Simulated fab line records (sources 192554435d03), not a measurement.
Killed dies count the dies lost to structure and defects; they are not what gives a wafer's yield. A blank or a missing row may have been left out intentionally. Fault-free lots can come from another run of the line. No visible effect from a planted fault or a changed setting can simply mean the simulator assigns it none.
What tool caused it? | flow n5-finfet | 10 lots, 29 wafers sampled, at 6 steps of a route of 1938

== WHAT EACH GAUGE READ, for each wafer ==
N5_BEOL_M4_RC_MEAS_101.
lot  | measured     | on        | DIBL_N (mV/V)  | DIBL_P (mV/V)  | IOFF_N (nA/um) | IOFF_P (nA/um) | ION_N (uA/um) | ION_P (uA/um) | SERP_M1 (ohm/um) | SERP_M1_max_site (ohm/um) | SS_N (mV/dec)  | SS_P (mV/dec)  | VT_N (mV)   | VT_P (mV)
L718 | day 7 14:53  | prober-01 | 34.6 39.5 40.4 | 32.9 37.6 38.7 | 0.13 0.21 0.24 | 0.15 0.21 0.22 | 677 667 674   | 457 451 450   | 223 217 239      | 237 222 267               | 71.2 72.4 72.4 | 72.6 74.0 73.6 | 251 249 247 | -253 -253 -254
L719 | day 7 22:00  | prober-02 | 33.5 36.9 35.6 | 34.2 39.3 37.0 | 0.13 0.18 0.17 | 0.17 0.26 0.23 | 640 683 674   | 445 475 460   | 189 227 199      | 202 237 206               | 71.0 71.3 71.7 | 72.6 73.9 73.7 | 253 251 250 | -250 -248 -248
L721 | day 8 07:02  | prober-01 | 38.2 34.5 37.9 | 40.1 34.8 39.2 | 0.21 0.14 0.23 | 0.22 0.16 0.23 | 699 670 703   | 462 454 472   | 212 165 186      | 219 174 197               | 72.3 70.7 72.0 | 73.7 73.0 73.6 | 245 252 246 | -251 -253 -250
L720 | day 8 09:48  | prober-02 | 35.8 37.0 36.4 | 33.7 36.1 35.2 | 0.13 0.14 0.14 | 0.16 0.19 0.18 | 652 650 658   | 444 448 447   | 207 214 207      | 212 235 214               | 71.7 72.7 72.3 | 73.2 73.2 72.8 | 256 258 253 | -257 -255 -256
L722 | day 8 11:29  | prober-01 | 38.7 37.9 39.3 | 39.2 38.7 41.2 | 0.19 0.18 0.21 | 0.25 0.24 0.31 | 684 680 684   | 468 468 468   | 199 212 239      | 213 232 250               | 71.9 72.0 72.5 | 74.3 73.4 74.8 | 246 245 245 | -246 -248 -247
L729 | day 10 10:10 | prober-01 | 32.9 37.9      | 31.9 39.1      | 0.10 0.19      | 0.13 0.24      | 647 674       | 440 455       | 210 190          | 231 198                   | 70.6 71.9      | 71.9 74.7      | 260 247     | -257 -251
L728 | day 10 13:55 | prober-01 | 36.7 37.1 39.9 | 36.7 37.2 41.2 | 0.16 0.16 0.23 | 0.19 0.21 0.28 | 673 669 689   | 456 458 467   | 182 178 196      | 187 200 215               | 71.1 71.2 72.2 | 73.2 73.7 74.4 | 248 249 243 | -253 -250 -248
L733 | day 11 03:20 | prober-01 | 38.5 36.3 38.6 | 37.9 34.9 39.1 | 0.19 0.14 0.19 | 0.23 0.18 0.26 | 677 656 683   | 463 455 467   | 224 163 237      | 242 174 243               | 71.9 71.9 71.8 | 73.2 72.3 73.4 | 249 252 246 | -249 -253 -248
L736 | day 12 16:10 | prober-02 | 34.0 36.2 34.6 | 33.7 35.2 33.4 | 0.13 0.15 0.14 | 0.19 0.20 0.17 | 664 652 659   | 458 452 455   | 221 302 283      | 241 333 294               | 70.4 71.9 71.2 | 73.1 73.1 73.2 | 252 252 250 | -252 -254 -253
L740 | day 13 15:09 | prober-02 | 34.2 34.4 36.8 | 34.1 35.3 37.6 | 0.13 0.13 0.17 | 0.16 0.18 0.21 | 643 671 685   | 441 459 456   | 272 285 182      | 281 313 187               | 72.1 71.4 72.5 | 72.9 73.7 74.1 | 254 253 248 | -256 -255 -252

== TOOL THAT RAN EACH LOT (tool first, then ch and the chambers of the sampled wafers, then the start) ==
lot  | N5_BEOL_M1_ALD_84                   | N5_BEOL_M1_ANNEAL_49         | N5_BEOL_M1_ANNEAL_82         | N5_BEOL_M1_ANNEAL_87         | N5_BEOL_M1_CMP_52
L718 | ald-metal-04 ch 1,3, day 6 08:23    | pvd-sputter-02, day 6 09:09  | pvd-sputter-02, day 6 09:35  | pvd-sputter-02, day 6 09:49  | cmp-03 ch 0,1,2, day 6 11:20
L719 | ald-metal-03 ch 1,2, day 6 13:35    | pvd-sputter-02, day 6 14:14  | pvd-sputter-02, day 6 14:41  | pvd-sputter-02, day 6 14:54  | cmp-02 ch 0,1,2, day 6 16:27
L721 | ald-metal-04 ch 0,1, day 6 20:50    | pvd-sputter-01, day 6 21:25  | pvd-sputter-01, day 6 21:51  | pvd-sputter-01, day 6 22:04  | cmp-04 ch 1,2,3, day 6 23:35
L720 | ald-metal-02 ch 0,3, day 6 20:55    | pvd-sputter-02, day 6 21:30  | pvd-sputter-02, day 6 21:56  | pvd-sputter-02, day 6 22:10  | cmp-02 ch 0,2,3, day 6 23:47
L722 | ald-metal-03 ch 0,1,2, day 7 04:14  | pvd-sputter-01, day 7 04:58  | pvd-sputter-01, day 7 05:26  | pvd-sputter-01, day 7 05:41  | cmp-04 ch 0,1,2, day 7 07:18
L729 | ald-metal-04 ch 2, day 8 22:10      | pvd-sputter-02, day 8 23:59  | pvd-sputter-02, day 9 00:26  | pvd-sputter-02, day 9 00:39  | cmp-03 ch 3, day 9 02:28
L728 | ald-metal-03 ch 0,2, day 9 02:48    | pvd-sputter-01, day 9 03:22  | pvd-sputter-01, day 9 03:48  | pvd-sputter-01, day 9 04:01  | cmp-04 ch 0,1,3, day 9 05:35
L733 | ald-metal-04 ch 0,1,3, day 9 22:07  | pvd-sputter-01, day 9 22:47  | pvd-sputter-01, day 9 23:13  | pvd-sputter-01, day 9 23:26  | cmp-02 ch 0,1,3, day 10 01:06
L736 | ald-metal-04 ch 0,1,3, day 11 00:56 | pvd-sputter-03, day 11 02:19 | pvd-sputter-03, day 11 02:45 | pvd-sputter-03, day 11 02:58 | cmp-04 ch 1,2,3, day 11 04:29
L740 | ald-metal-04 ch 0,1,2, day 11 17:58 | pvd-sputter-03, day 11 20:08 | pvd-sputter-03, day 11 20:35 | pvd-sputter-03, day 11 20:48 | cmp-02 ch 0,3, day 11 22:27
- N5_BEOL_M1_ALD_84: deposits TaN, pulse time 2 s, purge time 3 s, co reactant purge time 2 s.
- N5_BEOL_M1_ANNEAL_49: time 240 s.
- N5_BEOL_M1_ANNEAL_82: time 240 s.
- N5_BEOL_M1_ANNEAL_87: time 240 s.
- N5_BEOL_M1_CMP_52: polishes, stops on SiOC, t overpolish 6.8 s, target thk 40 nm.

== WHAT THE TOOLS THEMSELVES READ (means of the sampled wafers that have a number; where no wafer has one, the mark that the record gives instead) ==
N5_BEOL_M1_ALD_84.
lot  | tool         | heater-power-w (W) | precursor-vessel-temp-c (C)
L718 | ald-metal-04 | 442                | 75.01
L719 | ald-metal-03 | 399                | 75.04
L721 | ald-metal-04 | 430                | 74.98
L720 | ald-metal-02 | 411                | 75.12
L722 | ald-metal-03 | 412                | 74.96
L729 | ald-metal-04 | 446                | 74.87
L728 | ald-metal-03 | 413                | 75.15
L733 | ald-metal-04 | 430                | 75.05
L736 | ald-metal-04 | 426                | 75.09
L740 | ald-metal-04 | 428                | 75.03

N5_BEOL_M1_ANNEAL_49.
lot  | tool           | heater-power-w (W)
L718 | pvd-sputter-02 | 779
L719 | pvd-sputter-02 | 826
L721 | pvd-sputter-01 | 873
L720 | pvd-sputter-02 | 772
L722 | pvd-sputter-01 | 867
L729 | pvd-sputter-02 | 776
L728 | pvd-sputter-01 | 861
L733 | pvd-sputter-01 | 869
L736 | pvd-sputter-03 | 789
L740 | pvd-sputter-03 | 754

N5_BEOL_M1_ANNEAL_82.
lot  | tool           | heater-power-w (W)
L718 | pvd-sputter-02 | 787
L719 | pvd-sputter-02 | 813
L721 | pvd-sputter-01 | 878
L720 | pvd-sputter-02 | 775
L722 | pvd-sputter-01 | 867
L729 | pvd-sputter-02 | 765
L728 | pvd-sputter-01 | 856
L733 | pvd-sputter-01 | 869
L736 | pvd-sputter-03 | 779
L740 | pvd-sputter-03 | 760

N5_BEOL_M1_ANNEAL_87.
lot  | tool           | heater-power-w (W)
L718 | pvd-sputter-02 | 785
L719 | pvd-sputter-02 | 816
L721 | pvd-sputter-01 | 881
L720 | pvd-sputter-02 | 775
L722 | pvd-sputter-01 | 874
L729 | pvd-sputter-02 | 768
L728 | pvd-sputter-01 | 856
L733 | pvd-sputter-01 | 860
L736 | pvd-sputter-03 | 793
L740 | pvd-sputter-03 | 756

N5_BEOL_M1_CMP_52.
lot  | tool   | barrier-field-endpoint-s (s) | motor-current-A (A) | pad-life-wafers | retaining-ring-pressure-frac
L718 | cmp-03 | 25.5                         | 6.3                 | 1585            | 0.999
L719 | cmp-02 | 24.4                         | 6.5                 | 1016            | 0.998
L721 | cmp-04 | 25.8                         | 6.2                 | 50              | 1.000
L720 | cmp-02 | 24.3                         | 6.1                 | 1071            | 0.998
L722 | cmp-04 | 25.6                         | 6.2                 | 104             | 1.001
L729 | cmp-03 | 24.8                         | 5.7                 | 2106            | 1.000
L728 | cmp-04 | 25.0                         | 6.0                 | 476             | 0.999
L733 | cmp-02 | 24.2                         | 6.2                 | 1670            | 0.996
L736 | cmp-04 | 26.4                         | 6.3                 | 824             | 1.000
L740 | cmp-02 | 25.7                         | 6.1                 | 1999            | 1.002

== THE ANSWER, worked out from the rows above alone ==
Rule: usual is defined by the lots themselves. Put in order of their means at a reading, lots are off if they are a third of the lots or fewer, leave a main group of 4 or more, and stand apart from it by a gap of 3 or more times the standard deviation of the main group's means; of several such gaps the widest counts. Not used: any main group whose means are identical at the precision the tables above print for the reading. A lot without any number at a reading at which 4 lots or more have one is off too. Any other lot the step has rows for is counted as sound. First the gauges in route order, then the tools' own readings, where a lot's mean is used as printed above. The first step at which some lot is off is used, and at that step the reading that is off furthest; a lot without a number counts as furthest.
No lot is off on any of the readings shown, so nothing can be concluded from this.

== WHAT THE SIMULATOR HAD PUT IN ==
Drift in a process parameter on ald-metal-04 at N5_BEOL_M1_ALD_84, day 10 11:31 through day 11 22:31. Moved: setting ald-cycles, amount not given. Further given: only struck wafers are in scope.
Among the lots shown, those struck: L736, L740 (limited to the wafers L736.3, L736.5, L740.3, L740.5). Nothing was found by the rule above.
